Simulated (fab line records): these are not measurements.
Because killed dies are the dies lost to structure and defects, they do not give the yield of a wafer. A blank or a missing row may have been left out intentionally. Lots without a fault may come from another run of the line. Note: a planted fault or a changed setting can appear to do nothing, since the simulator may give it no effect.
fab line records -- flow n5_finfet -- part 2 of 2: steps 22 to 28 of 28
[record] lots = 5, wafers = 15, last_day = 17
route steps=1938 shown BEOL_M5@1126
lots that met no fault: taken from a fault-free run of the same line
start_h: the number of hours between the record's first day and the start of the first shown wafer of the lot -- wait_h: how many hours have passed since the lot's step before this one -- " identical to the entry in the row above -- L1.1+2: several wafers, shown together as one row -- - either no value or no given start -- * or withheld: withheld -- < > ~ a bound
route shown NAME@n: names a module that has steps shown in the file, with the first one's number in the route -- usual: the fault-free wafers' mean and standard deviation -- same: alike in all rows -- chamber/n: place in a boat -- sites: each site's reading -- _std_site: their standard deviation -- _edge_site: inner sites' mean taken away from outer sites' mean -- radius_mm: for every site, how far away it sits from the centre of the wafer -- mask NAME#n: copy n -- behind: the tool/chamber that last shaped the wafer -- hold: why the lot was held/for how many hours/how that ended -- device: transistor that didn't switch, given as n, p or np -- end of line: the tests these same wafers got at the end of their route -- where a step has no rows: the recipe by itself -- killed: not the wafer's yield, but the dies lost to structure and defects at the first sort -- map: the dies of a wafer, with x for killed, . for not killed, _ for no die there
set.NAME: the setting as run; set.NAME@STEP: as run at that earlier step -- model.NAME: the simulator's own value behind a step, which no gauge read
a table for each step, a row for each wafer; lots at some steps of the route
services: the hour from which a tool's chamber was out of use, counted from the record's first day as start_h (under 0 if before that day), plus the number of hours and why
[[steps]]
[step N5_BEOL_M5_DEVELOP_27]
[recipe] develop_time_s = 30, developer = TMAH, resist = CAR-EUV, rinse_liquid = surfactant_rinse, dry = air_spin, dev_temp_c = 23
[same] develop_time_s = 30
lot.wafer,tool,chamber,start_h,wait_h
L075.1+3+4,litho_track-04,0,-,-
L079.2+5+6,litho_track-02,0,-,-
L085.1+5+6,litho_track-04,0,-,-
L096.1+3+6,litho_track-03,0,-,-
L097.1+2+4,litho_track-04,0,-,-
[step N5_BEOL_M5_CD_MEAS_28]
[recipe] target_cd_nm = 30.6, landing_energy_ev = 500, detector = se_inlens, target_cd_y_nm = 20, polarity = opening
[usual] cd_nm = 30.50/0.27
lot.wafer,tool,chamber,start_h,wait_h,cd_nm
L075.1,cd_sem-02,0,182.68,-,30.49
L075.3,cd_sem-02,0,182.68,-,29.94
L075.4,cd_sem-02,0,182.68,-,30.54
L079.2,cd_sem-02,0,207.00,-,30.81
L079.5,cd_sem-02,0,207.00,-,30.48
L079.6,cd_sem-02,0,207.00,-,30.43
L085.1,cd_sem-02,0,253.12,-,30.77
L085.5,cd_sem-02,0,253.12,-,30.38
L085.6,cd_sem-02,0,253.12,-,30.00
L096.1,cd_sem-03,0,309.13,-,30.93
L096.3,cd_sem-03,0,309.13,-,31.01
L096.6,cd_sem-03,0,309.13,-,30.81
L097.1,cd_sem-02,0,316.69,-,30.05
L097.2,cd_sem-02,0,316.69,-,30.15
L097.4,cd_sem-02,0,316.69,-,30.15
[step N5_BEOL_M5_OVL_MEAS_29]
[recipe] points_per_wafer = 522
[usual] V4_OVL = -0.1/0.73
lot.wafer,tool,chamber,start_h,wait_h,V4_OVL[nm]
L075.1,overlay-01,0,182.71,0.0,-0.7
L075.3,overlay-01,0,182.71,0.0,-0.9
L075.4,overlay-01,0,182.71,0.0,-0.4
L079.2,overlay-02,0,207.03,0.0,-1.3
L079.5,overlay-02,0,207.03,0.0,-1.7
L079.6,overlay-02,0,207.03,0.0,-1.1
L085.1,overlay-02,0,253.15,0.0,-1.2
L085.5,overlay-02,0,253.15,0.0,-0.8
L085.6,overlay-02,0,253.15,0.0,0.3
L096.1,overlay-01,0,309.16,0.0,0.4
L096.3,overlay-01,0,309.16,0.0,0.3
L096.6,overlay-01,0,309.16,0.0,-1.2
L097.1,overlay-01,0,316.72,0.0,-0.5
L097.2,overlay-01,0,316.72,0.0,-1.6
L097.4,overlay-01,0,316.72,0.0,-1.2
[step N5_BEOL_M5_INSPECT_30]
[recipe] mode = adi, inspect_instrument = brightfield
[usual] raw_defect_count = 453/130
lot.wafer,tool,chamber,start_h,wait_h,raw_defect_count
L075.1,defect_inspect-01,-,182.77,0.1,505
L075.3,defect_inspect-01,-,182.77,0.1,426
L075.4,defect_inspect-01,-,182.77,0.1,522
L079.2,defect_inspect-02,-,207.08,0.0,320
L079.5,defect_inspect-02,-,207.08,0.0,407
L079.6,defect_inspect-02,-,207.08,0.0,355
L085.1,defect_inspect-01,-,253.21,0.1,245
L085.5,defect_inspect-01,-,253.21,0.1,432
L085.6,defect_inspect-01,-,253.21,0.1,254
L096.1,defect_inspect-01,-,309.22,0.1,391
L096.3,defect_inspect-01,-,309.22,0.1,338
L096.6,defect_inspect-01,-,309.22,0.1,318
L097.1,defect_inspect-01,-,316.78,0.1,275
L097.2,defect_inspect-01,-,316.78,0.1,372
L097.4,defect_inspect-01,-,316.78,0.1,311
[step N5_BEOL_M5_DESCUM_33]
[recipe] chemistry = O2, time_s = 7, source_power_w = 50, bias_power_w = 20, pressure_mtorr = 20, rf_frequency_hz = 2.712e+07, temp_c = 40, resist = CAR-EUV, o2_flow_sccm = 225
[usual] drypump_motor_current_A = 5.8/0.45, oes_product_au = 0.80/0.086, rf_vpp_V = 243.5/1.5, showerhead_plenum_p_Torr = 2.11/0.076, throttle_valve_pct = 20.53/0.22
lot.wafer,tool,chamber,start_h,wait_h,drypump_motor_current_A,oes_product_au,rf_hours_counter_h,rf_vpp_V,showerhead_plenum_p_Torr,throttle_valve_pct
L075.1,rie_diel-05,0,183.57,0.8,6.8,0.84,99,243.4,2.20,20.25
L075.3,rie_diel-05,1,183.57,0.8,5.4,0.77,140,241.9,1.99,20.29
L075.4,rie_diel-05,1,183.57,0.8,5.4,0.78,-,241.4,1.99,20.28
L079.2,rie_diel-03,2,207.29,0.2,6.1,0.70,225,243.8,2.16,20.74
L079.5,rie_diel-03,1,207.29,0.2,6.1,0.73,-,242.5,2.09,20.48
L079.6,rie_diel-03,0,207.29,0.2,5.9,0.80,-,243.2,2.14,20.70
L085.1,rie_diel-06,1,253.25,0.0,6.3,0.74,179,245.2,2.17,20.90
L085.5,rie_diel-06,2,253.25,0.0,5.4,0.96,-,244.2,2.22,20.18
L085.6,rie_diel-06,1,253.25,0.0,6.3,0.75,-,244.6,2.17,20.92
L096.1,rie_diel-06,2,309.70,0.5,5.4,0.90,23,245.2,2.21,20.23
L096.3,rie_diel-06,3,309.70,0.5,5.9,0.78,127,242.2,2.00,20.45
L096.6,rie_diel-06,3,309.70,0.5,5.9,0.78,-,242.2,2.00,20.43
L097.1,rie_diel-06,1,316.92,0.1,6.3,0.72,204,245.2,2.16,20.95
L097.2,rie_diel-06,0,316.92,0.1,5.8,0.88,38,243.0,2.12,20.57
L097.4,rie_diel-06,2,316.92,0.1,5.5,0.89,26,244.1,2.21,20.21
[step N5_BEOL_M5_ETCH_75]
[recipe] chemistry = N2/H2, target = underlayer, target_depth_a = 65, mask_material = CAR-EUV, time_s = 5.2, ion_energy_ev = 200, pressure_mtorr = 30, source_w = 840, bias_w = 150, n2_flow_sccm = 200, h2_flow_sccm = 200, ends = cleared
[usual] drypump_motor_current_A = 5.9/0.45, etch_rf_on_time_s = 5.23/0.14, oes_product_au = 0.68/0.074, rf_vpp_V = 524.7/2.8, showerhead_plenum_p_Torr = 2.57/0.089, throttle_valve_pct = 17.98/0.24
lot.wafer,tool,chamber,start_h,wait_h,drypump_motor_current_A,etch_rf_on_time_s,oes_product_au,rf_hours_counter_h,rf_vpp_V,showerhead_plenum_p_Torr,throttle_valve_pct
L075.1,rie_diel-05,0,183.61,0.0,6.8,5.29,0.70,99,527.1,2.67,17.66
L075.3,rie_diel-05,1,183.61,0.0,5.3,5.26,0.65,140,519.8,2.43,17.72
L075.4,rie_diel-05,1,183.61,0.0,5.4,5.26,0.66,-,520.2,2.43,17.71
L079.2,rie_diel-03,2,207.32,0.0,6.1,5.35,0.60,225,525.7,2.62,18.11
L079.5,rie_diel-03,1,207.32,0.0,6.1,5.34,0.63,-,525.2,2.53,17.89
L079.6,rie_diel-03,0,207.32,0.0,5.9,5.27,0.68,-,525.4,2.57,17.96
L085.1,rie_diel-06,1,253.28,0.0,6.4,5.21,0.63,179,526.5,2.66,18.51
L085.5,rie_diel-06,2,253.28,0.0,5.5,5.03,0.83,-,527.6,2.70,17.62
L085.6,rie_diel-06,1,253.28,0.0,6.3,5.30,0.63,-,527.8,2.66,18.52
L096.1,rie_diel-06,2,309.74,0.0,5.5,4.89,0.79,23,527.0,2.69,17.64
L096.3,rie_diel-06,3,309.74,0.0,6.0,5.42,0.66,127,519.5,2.46,17.96
L096.6,rie_diel-06,3,309.74,0.0,5.9,5.42,0.66,-,519.4,2.46,17.95
L097.1,rie_diel-06,1,316.95,0.0,6.3,5.26,0.62,204,527.2,2.65,18.51
L097.2,rie_diel-06,0,316.95,0.0,5.8,5.28,0.74,38,525.7,2.59,18.00
L097.4,rie_diel-06,2,316.95,0.0,5.5,4.95,0.78,26,529.2,2.69,17.67
[step N5_BEOL_M5_ETCH_67]
[recipe] chemistry = CF4, target = SiARC, target_depth_a = 156, mask_material = CAR-EUV, time_s = 26, ion_energy_ev = 80, pressure_mtorr = 40, source_w = 545, bias_w = 36, Ar_flow_sccm = 100, cf4_flow_sccm = 100, ends = cleared
[usual] drypump_motor_current_A = 5.8/0.45, etch_rf_on_time_s = 26.1/0.64, oes_product_au = 0.69/0.075, rf_vpp_V = 184.5/1.3, showerhead_plenum_p_Torr = 2.17/0.071, throttle_valve_pct = 15.71/0.19
lot.wafer,tool,chamber,start_h,wait_h,drypump_motor_current_A,etch_rf_on_time_s,oes_product_au,rf_hours_counter_h,rf_vpp_V,showerhead_plenum_p_Torr,throttle_valve_pct
L075.1,rie_diel-05,0,183.62,0.0,6.8,25.9,0.71,99,185.5,2.25,15.45
L075.3,rie_diel-05,1,183.62,0.0,5.4,25.8,0.65,140,182.8,2.04,15.52
L075.4,rie_diel-05,1,183.62,0.0,5.4,25.6,0.66,-,183.8,2.04,15.53
L079.2,rie_diel-03,2,207.34,0.0,6.1,27.2,0.61,225,185.3,2.21,15.97
L079.5,rie_diel-03,1,207.34,0.0,6.1,26.8,0.62,-,185.3,2.14,15.69
L079.6,rie_diel-03,0,207.34,0.0,5.9,26.1,0.69,-,185.9,2.17,15.66
L085.1,rie_diel-06,1,253.30,0.0,6.4,26.2,0.63,179,186.2,2.21,15.97
L085.5,rie_diel-06,2,253.30,0.0,5.4,24.8,0.85,-,183.2,2.28,15.38
L085.6,rie_diel-06,1,253.30,0.0,6.3,26.4,0.63,-,182.9,2.21,15.97
L096.1,rie_diel-06,2,309.75,0.0,5.4,24.9,0.78,23,187.1,2.27,15.42
L096.3,rie_diel-06,3,309.75,0.0,5.9,27.5,0.66,127,182.2,2.07,15.77
L096.6,rie_diel-06,3,309.75,0.0,5.9,27.1,0.66,-,183.7,2.07,15.75
L097.1,rie_diel-06,1,316.97,0.0,6.3,26.5,0.62,204,184.9,2.20,16.02
L097.2,rie_diel-06,0,316.97,0.0,5.8,26.4,0.74,38,185.3,2.18,15.80
L097.4,rie_diel-06,2,316.97,0.0,5.4,24.7,0.78,26,186.4,2.27,15.43
[[services]]
tool,chamber,start_h,hours,kind
rie_diel-03,2,158.64,5.7,repair
rie_metal-02,0,166.26,7.7,repair
euv_scanner-02,-,167.02,1.0,pm
rie_diel-06,1,171.06,6.3,repair
euv_scanner-01,-,183.78,1.0,pm
rie_diel-05,1,185.48,11.0,repair
rie_diel-06,0,198.60,-,clean
rie_metal-02,1,198.86,9.7,repair
rie_diel-03,3,202.61,2.6,repair
euv_scanner-02,-,202.63,4.6,pm
euv_scanner-02,-,215.27,0.1,repair
euv_scanner-02,-,223.17,1.0,pm
euv_scanner-01,-,228.10,1.5,repair
rie_diel-06,-,230.51,0.5,repair
rie_diel-06,2,237.70,13.5,repair
euv_scanner-01,-,239.93,1.0,pm
euv_scanner-02,-,249.57,12.0,pm
rie_diel-03,-,272.44,14.6,pm
euv_scanner-01,-,274.77,1.3,repair
euv_scanner-02,-,279.32,1.0,pm
euv_scanner-02,-,291.07,5.9,repair
euv_scanner-01,-,296.94,4.6,pm
rie_diel-05,3,311.98,18.2,repair
rie_metal-03,1,315.84,18.4,repair
